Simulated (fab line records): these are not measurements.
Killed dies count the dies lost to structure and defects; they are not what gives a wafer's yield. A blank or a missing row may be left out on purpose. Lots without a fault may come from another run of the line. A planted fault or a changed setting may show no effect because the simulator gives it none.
Chamber matching    flow n5_finfet    N5_MOL_CONTACT_COAG_ETCH_65 on rie_diel-02 has 4 sister chambers
The step etches underlayer in N2/H2, target depth 13 nm, time 10.4 s. 4 wafers are shown with their chamber, then 10 later ones without.

WAFERS, EACH WITH ITS CHAMBER
wafer   chamber  showerhead_plenum_p_Torr (Torr)
L078.6  3        2.61
L080.5  2        2.64
L084.2  0        2.46
L084.3  1        2.52

WAFERS WITHOUT THEIR CHAMBER
wafer   showerhead_plenum_p_Torr (Torr)
L084.5  2.52
L085.3  2.61
L085.4  2.51
L085.5  2.61
L091.1  2.45
L091.2  2.51
L091.4  2.63
L092.1  2.51
L092.2  2.45
L092.4  2.60

THE CHAMBER EACH PASSED THROUGH
wafer   from the rows above      in truth
L084.5  1                        1
L085.3  3                        3
L085.4  1                        1
L085.5  3                        3
L091.1  0                        0
L091.2  1                        1
L091.4  can't be placed: 2 or 3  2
L092.1  1                        1
L092.2  0                        0
L092.4  3                        3
9 of 10 placed correctly. Not placeable from these rows: 1 (in 1, the candidates include the true chamber). Number placed wrongly: 0.
How it was worked out, from the rows above alone: a wafer's distance from a chamber is the root of the sum, over the readings, of the square of ((its reading less the chamber's mean) divided by the reading's scatter). The wafer belongs to the nearest chamber; if the next one is less than 2 further off, it can't be placed. The mean given for a chamber averages the wafers shown for that chamber. The scatter (one wafer shown for each chamber): square how far every hidden wafer sits from the nearest shown wafer, average those squares and take the square root.
